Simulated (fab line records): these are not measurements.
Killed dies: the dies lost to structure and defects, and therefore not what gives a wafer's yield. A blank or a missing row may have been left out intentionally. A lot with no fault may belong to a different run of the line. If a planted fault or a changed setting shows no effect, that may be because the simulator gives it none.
fab line records	flow n5Finfet
[record] lots = 12	wafers = 36	lastDay = 18
route steps=1938 shown BEOL_M8@1390 BEOL_M9@1404
lots that met no fault: from a run of the same line without faults
startH: hours from the record's first day to the start of the lot's first wafer shown	waitH: hours since the lot's step before	" unchanged from the row above	L1.1+2: a single row standing in for several wafers	- no value, or no start was given	* or withheld: withheld	< > ~ a bound
route shown NAME@n: a module of which the file shows steps, and the number in the route of the first	usual: mean/standard deviation of fault-free wafers	same: alike in all rows	chamber/n: place in a boat	sites: the reading at each site	_std_site: their standard deviation	_edge_site: inner sites' mean taken away from outer sites' mean	radiusMm: for every site, how far away it sits from the centre of the wafer	mask NAME#n: copy n	behind: the most recent tool/chamber to have shaped the wafer	hold: the reason the lot was held/the length of the hold in hours/how it ended	device: names the non-switching transistor (n, p or np)	end of line: the route-end tests of the same wafers	where a step has no rows: the recipe by itself	killed: not the wafer's yield, but the dies lost to structure and defects at the first sort	map: dies across one wafer; x = killed, . = not, _ = none there
set.NAME: the setting that was run; set.NAME@STEP: the one run at that earlier step	model.NAME: the simulator's own value behind a step, which no gauge read
one table for each step of the route and one row for each wafer, over a sample of lots
services: from which hour (startH, from the record's first day; less than 0 if before it) a tool's chamber was out of use, for how many hours, and why
[[steps]]
[step N5_BEOL_M8_SURFACE_TREAT_79]
[recipe] gas = Ar	timeS = *	ionEnergyEv = *	ionCurrentMaCm2 = 0.5	pressureMtorr = *	arFlowSccm = 30
[usual] throttleValvePct = *
lot.wafer	tool	chamber	startH	waitH	throttleValvePct
L604.2	pvdSputter-03	-	199.44	0.3	*
L604.3	"	-	"	"	*
L604.4	"	-	"	"	*
L608.1	pvdSputter-03	-	214.29	0.2	*
L608.3	"	-	"	"	*
L608.6	"	-	"	"	*
L607.1	pvdSputter-03	-	214.68	0.2	*
L607.4	"	-	"	"	*
L607.6	"	-	"	"	*
L613.1	pvdSputter-02	-	268.74	0.3	*
L613.2	"	-	"	"	*
L613.4	"	-	"	"	*
L614.1	pvdSputter-02	-	276.54	0.2	*
L614.3	"	-	"	"	*
L614.6	"	-	"	"	*
L615.2	pvdSputter-01	-	278.45	1.5	*
L615.3	"	-	"	"	*
L615.6	"	-	"	"	*
L616.2	pvdSputter-01	-	279.71	0.3	*
L616.3	"	-	"	"	*
L616.4	"	-	"	"	*
L618.1	pvdSputter-01	-	283.39	0.2	*
L618.2	"	-	"	"	*
L618.5	"	-	"	"	*
L617.2	pvdSputter-02	-	288.64	0.2	*
L617.4	"	-	"	"	*
L617.6	"	-	"	"	*
L621.2	pvdSputter-02	-	317.07	2.0	*
L621.3	"	-	"	"	*
L621.4	"	-	"	"	*
L623.2	pvdSputter-01	-	324.86	0.2	*
L623.4	"	-	"	"	*
L623.6	"	-	"	"	*
L627.1	pvdSputter-02	-	343.51	0.4	*
L627.4	"	-	"	"	*
L627.5	"	-	"	"	*
[step N5_BEOL_M8_SPUTTER_48]
[recipe] material = Cu	targetThkA = 100	tempC = -20	biasV = 60	powerW = 26000	chamberPressurePa = 0.13	timeS = 1.667
[usual] throttleValvePct = 30.2/1.3
lot.wafer	tool	chamber	startH	waitH	throttleValvePct
L604.2	pvdSputter-03	-	199.76	0.1	28.4
L604.3	"	-	"	"	30.4
L604.4	"	-	"	"	29.6
L608.1	pvdSputter-03	-	214.49	0.1	32.8
L608.3	"	-	"	"	30.3
L608.6	"	-	"	"	30.4
L607.1	pvdSputter-01	-	214.85	0.1	31.2
L607.4	"	-	"	"	29.0
L607.6	"	-	"	"	28.9
L613.1	pvdSputter-01	-	269.00	0.1	29.0
L613.2	"	-	"	"	31.4
L613.4	"	-	"	"	31.2
L614.1	pvdSputter-01	-	278.37	1.5	29.0
L614.3	"	-	"	"	29.9
L614.6	"	-	"	"	29.8
L615.2	pvdSputter-02	-	278.71	0.2	30.0
L615.3	"	-	"	"	31.3
L615.6	"	-	"	"	31.2
L616.2	pvdSputter-03	-	280.09	0.1	29.5
L616.3	"	-	"	"	28.3
L616.4	"	-	"	"	30.3
L618.1	pvdSputter-01	-	283.61	0.1	31.1
L618.2	"	-	"	"	29.1
L618.5	"	-	"	"	31.2
L617.2	pvdSputter-02	-	289.10	0.2	31.2
L617.4	"	-	"	"	27.7
L617.6	"	-	"	"	31.1
L621.2	pvdSputter-02	-	317.47	0.1	31.1
L621.3	"	-	"	"	31.4
L621.4	"	-	"	"	27.9
L623.2	pvdSputter-01	-	325.54	0.3	31.5
L623.4	"	-	"	"	28.9
L623.6	"	-	"	"	31.4
L627.1	pvdSputter-02	-	343.85	0.2	31.3
L627.4	"	-	"	"	29.9
L627.5	"	-	"	"	30.9
[step N5_BEOL_M9_PECVD_70]
[recipe] material = SiO2	targetThkA = 200	tempC = 400	precursor = TEOS/O2	pressureTorr = 5.5	rfW = 450	teosFlowSccm = 53.8	gas = O2	flowSccm = 3000	timeS = 22.7
[usual] heaterPowerW = 748/130	showerheadPlenumPTorr = 8.79/0.063	showerheadVppV = 1316/64	throttleValvePct = 22.5/1.1
lot.wafer	tool	chamber	startH	waitH	heaterPowerW	showerheadPlenumPTorr	showerheadVppV	sinceWetCleanH	throttleValvePct
L604.2	pecvd-01	2	201.38	0.0	762	8.90	1228	2174	22.0
L604.3	"	1	"	"	775	8.82	1376	1449	23.1
L604.4	"	0	"	"	703	8.75	1344	-	22.8
L607.1	pecvd-03	2	216.72	0.0	587	8.74	1286	348	22.9
L607.4	"	1	"	"	865	8.82	1284	-	23.5
L607.6	"	2	"	"	562	8.75	1300	-	23.2
L608.1	pecvd-03	1	216.92	0.0	884	8.83	1271	1827	23.5
L608.3	"	0	"	"	533	8.68	1274	1102	23.3
L608.6	"	1	"	"	849	8.85	1258	-	23.7
L613.1	pecvd-01	1	270.85	0.0	741	8.82	1361	1518	22.9
L613.2	"	0	"	"	679	8.78	1370	793	22.8
L613.4	"	2	"	"	892	8.88	1221	-	20.4
L614.1	pecvd-01	0	280.05	0.0	688	8.75	1347	803	22.6
L614.3	"	2	"	"	890	8.88	1227	49	20.9
L614.6	"	1	"	"	841	8.83	1366	-	23.3
L615.2	pecvd-01	1	280.35	0.0	733	8.83	1365	1528	23.1
L615.3	"	0	"	"	634	8.76	1367	803	22.8
L615.6	"	2	"	"	807	8.90	1228	-	20.8
L616.2	pecvd-04	1	281.79	0.0	813	8.77	1415	1711	23.8
L616.3	"	0	"	"	826	8.80	1379	986	21.7
L616.4	"	1	"	"	814	8.76	1414	-	23.7
L618.1	pecvd-03	2	285.48	0.0	478	8.74	1282	417	23.5
L618.2	"	0	"	"	523	8.65	1282	1171	23.4
L618.5	"	0	"	"	522	8.69	1289	-	23.3
L617.2	pecvd-03	2	291.10	0.0	518	8.76	1311	422	23.2
L617.4	"	2	"	"	546	8.73	1298	-	23.6
L617.6	"	0	"	"	594	8.68	1257	-	23.3
L621.2	pecvd-01	2	319.09	0.0	911	8.87	1240	88	20.8
L621.3	"	1	"	"	738	8.82	1362	1567	23.0
L621.4	"	0	"	"	675	8.76	1362	-	22.5
L623.2	pecvd-03	2	327.25	0.0	520	8.75	1285	458	23.2
L623.4	"	2	"	"	504	8.74	1297	-	23.3
L623.6	"	1	"	"	862	8.84	1240	-	23.4
L627.1	pecvd-03	1	345.49	0.0	837	8.83	1282	1956	23.4
L627.4	"	2	"	"	536	8.76	1301	-	23.5
L627.5	"	1	"	"	854	8.84	1240	-	23.4
[step N5_BEOL_M9_COAT_60]
[recipe] resist = SiARC	tempC = 220	timeS = 60	spinRpm = 1500	resistThkNm = 30
[usual] spinSpeedRpm = 1500.0/0.96
lot.wafer	tool	chamber	startH	waitH	spinSpeedRpm
L604.2	lithoTrack-04	0	202.46	-	1499.6
L604.3	"	0	"	"	1501.3
L604.4	"	0	"	"	1499.7
L607.1	lithoTrack-01	0	218.03	-	1498.9
L607.4	"	0	"	"	1498.4
L607.6	"	0	"	"	1499.3
L608.1	lithoTrack-04	0	218.35	-	1500.0
L608.3	"	0	"	"	1499.4
L608.6	"	0	"	"	1500.9
L613.1	lithoTrack-03	0	272.15	-	1500.0
L613.2	"	0	"	"	1499.5
L613.4	"	0	"	"	1499.1
L614.1	lithoTrack-04	0	280.58	-	1500.5
L614.3	"	0	"	"	1499.8
L614.6	"	0	"	"	1500.5
L615.2	lithoTrack-03	0	280.69	-	1500.4
L615.3	"	0	"	"	1499.3
L615.6	"	0	"	"	1499.7
L616.2	lithoTrack-04	0	283.44	-	1498.7
L616.3	"	0	"	"	1501.4
L616.4	"	0	"	"	1502.0
L618.1	lithoTrack-04	0	285.67	-	1500.5
L618.2	"	0	"	"	1500.7
L618.5	"	0	"	"	1501.7
L617.2	lithoTrack-01	0	292.67	-	1499.7
L617.4	"	0	"	"	1502.3
L617.6	"	0	"	"	1500.3
L621.2	lithoTrack-04	0	323.22	-	1591.0
L621.3	"	0	"	"	1591.5
L621.4	"	0	"	"	1591.1
L623.2	lithoTrack-04	0	328.91	-	1590.9
L623.4	"	0	"	"	1592.0
L623.6	"	0	"	"	1592.2
L627.1	lithoTrack-03	0	347.66	-	1500.7
L627.4	"	0	"	"	1500.2
L627.5	"	0	"	"	1500.5
[[services]]
tool	chamber	startH	hours	kind
pecvd-04	0	178.14	6.4	repair
pecvd-01	-	191.71	0.4	repair
pecvd-01	2	202.38	-	clean
pecvd-01	2	202.38	-	consumableReplace:showerhead
pecvd-01	2	202.38	29.0	scheduledDown
pecvd-01	2	202.38	29.0	ventCycle
pecvd-03	-	258.70	26.5	repair
lithoTrack-01	-	260.35	-	consumableReplace:filter
pecvd-04	2	266.62	5.5	scheduledDown
lithoTrack-04	-	269.98	-	consumableReplace:filter
pecvd-04	0	297.54	2.1	scheduledDown
pecvd-01	-	329.36	1.0	repair
pecvd-04	1	339.74	2.1	scheduledDown
pecvd-03	-	344.05	0.4	repair
[[key]]
[firstSign] step = N5_BEOL_M9_COAT_60	reading = spinSpeedRpm	direction = up	sigmas = 95	usual = *	struck = *
effect none on later readings
metAt N5_BEOL_M9_COAT_60
struckLots L621,L623
notActingAt N5_BEOL_M8_SURFACE_TREAT_79,N5_BEOL_M8_SPUTTER_48,N5_BEOL_M9_PECVD_70
onsetBetween 285.67 323.22
[fault] kind = processParameterDrift	tool = lithoTrack-04	chamber = -	onsetH = 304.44	steps = N5_BEOL_M9_COAT_60	channel = spinRpm	offset = *	shape = step	endH = 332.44	actsIn = *	stated = *
